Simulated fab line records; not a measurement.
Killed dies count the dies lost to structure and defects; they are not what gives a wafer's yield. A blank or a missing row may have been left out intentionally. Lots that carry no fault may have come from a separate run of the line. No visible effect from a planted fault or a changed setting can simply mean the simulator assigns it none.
Struck lot and sound lot, side by side    flow nand-harc    14 steps out of a route of 1302
Sound: wafers L541.2, L541.3, L541.6. Struck: wafers L552.1, L552.5, L552.6. At the end, the cause is stated.
At each step with rows: each side's tool, then ch and its chambers, then its first start. Under that, the readings that differ: sound wafers    struck wafers    difference of the means    sigmas: that difference in standard deviations of wafers without a fault.
alike: readings whose means differ by less than 2 such deviations, and words and numbers that are the same on both sides. not compared: withheld readings, readings that some wafer has no value for, bounds like >300 that may hide the same value, and numbers for which the record gives no deviation and whose values overlap.
The two part at a step that has a row with sigmas, a row that says differs or no value, or rows on one side only. Non-overlapping numbers with no deviation appear without sigmas and do not part them. A reading missing from all wafers of one side parts the sides only when that side holds two or more wafers.

NHARC_P_CONTACT_PVD_32: deposits Ti, target thk 5 nm, time 17.7 s.
  sound on pvd-sputter-02; struck on pvd-sputter-01
  alike: throttle-valve-pct
NHARC_P_CONTACT_ALD_22: deposits TiN, target thk 3 nm, pulse time 1 s, ald cycles 150.
  sound on ald-metal-02 ch 0,1,2, day 9 14:16; struck on ald-metal-01 ch 0,1,3, day 14 04:07
  alike: heater-power-outer-w, heater-power-w, precursor-pulse-height-rel
NHARC_P_CONTACT_CVD_23: deposits W, target thk 200 nm, time 557 s.
  sound: cvd-w-01 ch 0,1; struck: cvd-w-02 ch 0,1
  alike: heater-power-outer-w, heater-power-w, throttle-valve-pct
NHARC_P_CONTACT_CMP_24: polishes, t overpolish 30 s, target thk 200 nm.
  sound on cmp-01 ch 1,3, day 9 15:07; struck on cmp-02 ch 0,1,2, day 14 05:00
  alike: motor-current-A, overpolish-run-s, time-to-endpoint-s
after that, 1 step had no rows for these wafers: NHARC_P_CONTACT_SRD_26.
NHARC_P_CONTACT_INSPECT_27:
  sound on defect-inspect-02 at day 9 15:31; struck on defect-inspect-02 at day 14 05:20
reading           sound        struck       difference  sigmas
raw-defect-count  493 669 546  245 271 244  -316        -2
then, 5 steps without rows for these wafers: NHARC_P_M0_DEP_00 (deposits SiOC, target thk 150 nm); NHARC_P_M0_DEHYDRATE_01 (time 120 s); NHARC_P_M0_HMDS_02 (time 30 s); NHARC_P_M0_COAT_33 (time 65 s); NHARC_P_M0_COAT_03 (resist thk 90 nm).
NHARC_P_M0_SOFTBAKE_04: time 55 s.
  sound on litho-track-06 ch 0, day 9 15:00; struck on litho-track-04 ch 0, day 14 05:00
reading                   sound                 struck                difference  sigmas
heater-power-total-W (W)  188.38 188.32 188.27  285.21 286.00 285.31  +97.18      +99 or more
  alike: exhaust-pa
after that, 1 step had no rows for these wafers: NHARC_P_M0_EBR_05.
-- the record jumps here: 19 days lie between the struck wafers' starts before and after (it left off in module P_M0 and takes up again in module END, whose first step shown is number 1302 of the route) --
NHARC_END_SORT_01:
  sound on prober-02 ch 0, day 28 18:30; struck on prober-01 ch 0, day 33 11:01
  alike: defect-limited-yield, killed-at-array, killed-at-other, killed-at-periphery, killed-dies, killed-open, killed-short

== WHERE THEY PART ==
Last at NHARC_P_M0_SOFTBAKE_04 as far as this record goes, first at NHARC_P_CONTACT_INSPECT_27. Later steps at which nothing parts them and some readings are alike: NHARC_END_SORT_01.

WHY: whatever the simulator had introduced
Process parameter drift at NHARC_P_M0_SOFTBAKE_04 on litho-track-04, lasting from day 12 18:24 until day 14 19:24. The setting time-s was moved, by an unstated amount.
